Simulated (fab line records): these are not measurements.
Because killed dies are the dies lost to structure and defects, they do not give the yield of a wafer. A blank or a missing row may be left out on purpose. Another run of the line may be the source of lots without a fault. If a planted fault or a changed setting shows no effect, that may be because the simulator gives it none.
Chamber matching | flow n5Finfet | rieDiel-03 running N5_BEOL_M8_DESCUM_33: 4 sister chambers
The step chemistry O2, time 7 s. 14 wafers are shown with their chamber, then 7 later ones without.

## WAFERS, EACH WITH ITS CHAMBER
wafer  | chamber | showerheadPlenumPTorr (Torr) | drypumpMotorCurrentA (A) | oesProductAu (a.u.)
L076.1 | 3       | 2.15                         | 6.5                      | 0.68
L076.4 | 2       | 2.01                         | 5.3                      | 0.74
L076.5 | 3       | 2.15                         | 6.5                      | 0.68
L084.1 | 2       | 2.01                         | 5.3                      | 0.72
L084.4 | 0       | 2.24                         | 5.6                      | 0.93
L084.6 | 1       | 2.13                         | 5.2                      | 0.87
L083.2 | 1       | 2.13                         | 5.2                      | 0.87
L083.4 | 1       | 2.13                         | 5.2                      | 0.87
L083.6 | 2       | 2.00                         | 5.2                      | 0.72
L087.1 | 1       | 2.13                         | 5.2                      | 0.87
L087.2 | 2       | 2.00                         | 5.3                      | 0.71
L087.5 | 1       | 2.13                         | 5.2                      | 0.86
L090.3 | 1       | 2.13                         | 5.2                      | 0.86
L090.4 | 1       | 2.13                         | 5.2                      | 0.86

SIGNATURES (averages over the wafers above)
reading               | chamber 0 | chamber 1 | chamber 2 | chamber 3 | scatter within a chamber
showerheadPlenumPTorr | 2.2400    | 2.1300    | 2.0050    | 2.1500    | 0.00316
drypumpMotorCurrentA  | 5.600     | 5.200     | 5.275     | 6.500     | 0.0274
oesProductAu          | 0.9300    | 0.8657    | 0.7225    | 0.6800    | 0.00804
Rule: for a wafer and a chamber, the distance is found by dividing, reading by reading, the gap between the wafer's reading and the chamber's mean by the reading's scatter, squaring, summing and taking the root. The wafer belongs to the nearest chamber; if the next one is less than 2 further off, it can't be placed. The scatter: take each reading less its chamber's mean, square it, sum over the shown wafers, divide by the number of wafers less the number of chambers, and take the root.

## WAFERS MISSING THEIR CHAMBER
wafer  | showerheadPlenumPTorr (Torr) | drypumpMotorCurrentA (A) | oesProductAu (a.u.)
L090.5 | 2.15                         | 6.5                      | 0.93
L091.1 | 2.00                         | 5.3                      | 0.70
L091.2 | 2.13                         | 5.2                      | 0.84
L091.6 | 2.13                         | 5.2                      | 0.84
L095.2 | 2.14                         | 6.5                      | 0.89
L095.5 | 2.24                         | 5.7                      | 0.87
L095.6 | 2.12                         | 5.2                      | 0.84

## CHAMBER TAKEN BY EACH
wafer  | from the rows above | in truth
L090.5 | 3                   | 3
L091.1 | 2                   | 2
L091.2 | 1                   | 1
L091.6 | 1                   | 1
L095.2 | 3                   | 3
L095.5 | 0                   | 0
L095.6 | 1                   | 1
Correctly placed: 7 of 7. Not placeable from these rows: 0. Number placed wrongly: 0.
